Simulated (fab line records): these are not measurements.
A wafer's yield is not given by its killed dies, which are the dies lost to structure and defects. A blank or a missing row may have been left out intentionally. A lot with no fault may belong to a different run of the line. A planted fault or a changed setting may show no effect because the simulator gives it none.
fab line records ; flow n5-finfet
record: lots: 7; wafers: 39
route steps=1938 shown PASSIVATION@1910
start-h: the number of hours between the record's first day and the start of the first shown wafer of the lot ; wait-h: time in hours since the lot's previous step ; " repeats the value in the row above ; L1.1+2: a single row standing in for several wafers ; - either no value or no given start ; * or withheld: withheld ; < > ~ a bound
route shown NAME@n: names a module that has steps shown in the file, with the first one's number in the route ; usual: mean and standard deviation over wafers with no fault ; same: alike in all rows ; chamber/n: place in a boat ; sites: each site's reading ; _std_site: their standard deviation ; _edge_site: mean of outer sites minus mean of inner sites ; radius-mm: for every site, how far away it sits from the centre of the wafer ; mask NAME#n: copy n ; behind: the most recent tool/chamber to have shaped the wafer ; hold: the reason the lot was held/the length of the hold in hours/how it ended ; device: the transistor (n, p or np) that didn't switch ; end of line: the tests these same wafers got at the end of their route ; a step without rows: its recipe alone ; killed: dies that structure and defects cost at the first sort, which is not the same as the wafer's yield ; map: the dies of a wafer, with x for killed, . for not killed, _ for no die there
set.NAME: setting as actually run; set.NAME@STEP: the setting as run at that earlier step ; model.NAME: the simulator's own value behind a step, which no gauge read
lots whose settings were changed on purpose; a table a step, a row a wafer
== steps ==
step: N5_PASSIVATION_ETCH_59
recipe: chemistry: Cl2/BCl3; target: TaN; target-depth-a: 650; time-s: 34.9; ion-energy-ev: 100; pressure-mtorr: 10; icp-w: 900; bias-w: 100; Cl2_flow_sccm: 60; bcl3-flow-sccm: 30
lot.wafer;tool;chamber;start-h;wait-h;set.time-s;model.etch.depth-nm
L078.1;rie-metal-03;1;315.60;0.3;34.9;64.98
L078.2;rie-metal-03;0;315.60;0.3;34.9;62.31
L078.3;rie-metal-03;1;315.60;0.3;34.9;64.94
L078.4;rie-metal-03;0;315.60;0.3;34.9;62.58
L078.5;rie-metal-03;1;315.60;0.3;34.9;65.02
L078.6;rie-metal-03;0;315.60;0.3;34.9;62.47
L081.1;rie-metal-03;0;340.32;0.3;34.9;63.33
L081.2;rie-metal-03;1;340.32;0.3;34.9;65.62
L081.3;rie-metal-03;1;340.32;0.3;34.9;65.96
L083.1;rie-metal-03;1;358.55;0.3;34.9;65.7
L083.2;rie-metal-03;0;358.55;0.3;34.9;62.86
L083.3;rie-metal-03;1;358.55;0.3;34.9;65.08
L083.4;rie-metal-03;0;358.55;0.3;34.9;62.94
L083.5;rie-metal-03;1;358.55;0.3;34.9;65.34
L083.6;rie-metal-03;0;358.55;0.3;34.9;62.7
L084.1;rie-metal-02;1;361.81;0.7;34.9;66.16
L084.2;rie-metal-02;1;361.81;0.7;34.9;66.08
L084.3;rie-metal-02;1;361.81;0.7;34.9;66.47
L084.4;rie-metal-02;1;361.81;0.7;34.9;66.22
L084.5;rie-metal-02;1;361.81;0.7;34.9;66.59
L084.6;rie-metal-02;1;361.81;0.7;34.9;66.1
L088.1;rie-metal-02;0;387.63;0.3;23.39;44.35
L088.2;rie-metal-02;1;387.63;0.3;23.39;43.95
L088.3;rie-metal-02;0;387.63;0.3;23.39;44.52
L088.4;rie-metal-02;1;387.63;0.3;34.9;66.11
L088.5;rie-metal-02;0;387.63;0.3;34.9;65.89
L088.6;rie-metal-02;1;387.63;0.3;34.9;65.6
L087.1;rie-metal-03;1;404.72;0.3;27.79;51.79
L087.2;rie-metal-03;0;404.72;0.3;34.9;63.21
L087.3;rie-metal-03;1;404.72;0.3;27.79;52.19
L087.4;rie-metal-03;0;404.72;0.3;34.9;62.87
L087.5;rie-metal-03;0;404.72;0.3;27.79;50.09
L087.6;rie-metal-03;1;404.72;0.3;34.9;65.52
L096.1;rie-metal-02;0;440.48;0.3;34.9;67.02
L096.2;rie-metal-02;1;440.48;0.3;34.9;66.25
L096.3;rie-metal-02;0;440.48;0.3;48.25;91.92
L096.4;rie-metal-02;1;440.48;0.3;34.9;66.54
L096.5;rie-metal-02;0;440.48;0.3;48.25;92.88
L096.6;rie-metal-02;1;440.48;0.3;48.25;91.72
== key ==
split: step: N5_PASSIVATION_ETCH_59; setting: time-s; stated: 34.9; by: wafer
response: step: N5_PASSIVATION_ETCH_59; reading: model.etch.depth-nm; change: +0.656; per: 1%; r: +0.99
